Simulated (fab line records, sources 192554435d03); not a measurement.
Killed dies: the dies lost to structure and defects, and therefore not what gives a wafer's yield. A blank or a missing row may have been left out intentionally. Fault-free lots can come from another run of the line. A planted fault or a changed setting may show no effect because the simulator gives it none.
3 desks, one fault :: flow n5-finfet :: only its own numbers are on each desk; what lay behind them is given at the end

THE METROLOGY DESK
Means of the sampled wafers that have a number, per lot and without regard to the tool the lot ran on: this is what the gauges read. If a lot's mean is further than 4 standard deviations from the usual mean, the lot is out of limits and carries the mark OUT (the distance appears in the brackets).
Columns: A = M7_THK at N5_BEOL_M7_THK_MEAS_53, usual 78.7 nm; B = M7_RS at N5_BEOL_M7_RS_MEAS_57, usual 0.291 ohm/sq; C = M8_ILD_THK at N5_BEOL_M8_THK_MEAS_01, usual 154.2 nm; D = cd-nm at N5_BEOL_M8_CD_MEAS_11, usual 38.6 nm; E = M8_OVL at N5_BEOL_M8_OVL_MEAS_12, usual -0.4 nm; F = cd-nm at N5_BEOL_M8_CD_MEAS_18, usual 39.9 nm
lot: L832
first seen here: day 11 00:50
A: 81.3
B: 0.282
C: 151.1
D: 39.0
E: -0.7
F: 40.3

lot: L833
first seen here: day 11 11:25
A: 77.7
B: 0.298
C: 152.3
D: 38.1
E: -0.8
F: 39.5

lot: L845
first seen here: day 14 18:11
A: 77.2
B: 0.301
C: 124.8 (-12) OUT
D: 38.4
E: -1.0
F: 39.4

lot: L846
first seen here: day 14 20:27
A: 81.2
B: 0.279
C: 150.1
D: 38.6
E: -0.2
F: 40.0

lot: L847
first seen here: day 15 04:22
A: 77.8
B: 0.297
C: 156.0
D: 38.6
E: -0.8
F: 39.8
Per this desk, out of limits: L845; the first was L845, day 14 18:59 (M8_ILD_THK at N5_BEOL_M8_THK_MEAS_01). L832, L833, L846, L847 stayed within limits.

DESK OF THE TOOL OWNER: pecvd-04
The tool's own readings at N5_BEOL_M8_ILD_DEP_00 (deposits SiCOH lowk from DEMS/porogen, target thk 179.75 nm, time 33.4 s): means of the sampled wafers that have a number, for each lot that ran on this tool. If a lot's mean is further than 4 standard deviations from the usual mean, the lot is out of limits and carries the mark OUT (the distance appears in the brackets).
Columns: A = heater-power-w at N5_BEOL_M8_ILD_DEP_00, usual 328 W; B = showerhead-plenum-p-Torr at N5_BEOL_M8_ILD_DEP_00, usual 5.746 Torr; C = throttle-valve-pct at N5_BEOL_M8_ILD_DEP_00, usual 13.8 %
lot: L832
first seen here: day 11 01:02
A: 317
B: 5.751
C: 14.8

lot: L845
first seen here: day 14 18:22
A: 356
B: 5.749
C: 14.3
This desk found nothing out of limits on any of the 2 lots.

THE DEFECT DESK
Lot by lot, what the route's inspections counted, given as the mean of those sampled wafers with a number. If a lot's mean is further than 4 standard deviations from the usual mean, the lot is out of limits and carries the mark OUT (the distance appears in the brackets).
Columns: A = raw-defect-count at N5_BEOL_M7_INSPECT_58, usual 72; B = raw-defect-count at N5_BEOL_M8_INSPECT_13, usual 439
lot: L832
first seen here: day 11 01:00
A: 65
B: 381

lot: L833
first seen here: day 11 11:35
A: 100
B: 460

lot: L845
first seen here: day 14 18:20
A: 64
B: 524

lot: L846
first seen here: day 14 20:38
A: 59
B: 330

lot: L847
first seen here: day 15 04:31
A: 105
B: 469
This desk found nothing out of limits on any of the 5 lots.

TAKEN TOGETHER
The metrology desk could have raised an alarm at day 14 18:59, on L845.
Nothing out of limits was seen by the tool owner's desk.
Nothing out of limits was seen by the defect desk.
On record at the tool owner's desk: L845, within its limits.
The defect desk has L845 on record, within its limits.
On pecvd-04, each named lot ran N5_BEOL_M8_ILD_DEP_00.

WHAT WAS PUT IN BY THE SIMULATOR
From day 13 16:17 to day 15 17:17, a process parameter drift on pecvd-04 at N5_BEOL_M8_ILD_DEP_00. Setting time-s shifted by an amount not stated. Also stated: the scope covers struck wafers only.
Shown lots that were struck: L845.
Time in hours between the start of the fault and the first out-of-limits reading at each desk: metrology desk, 27.
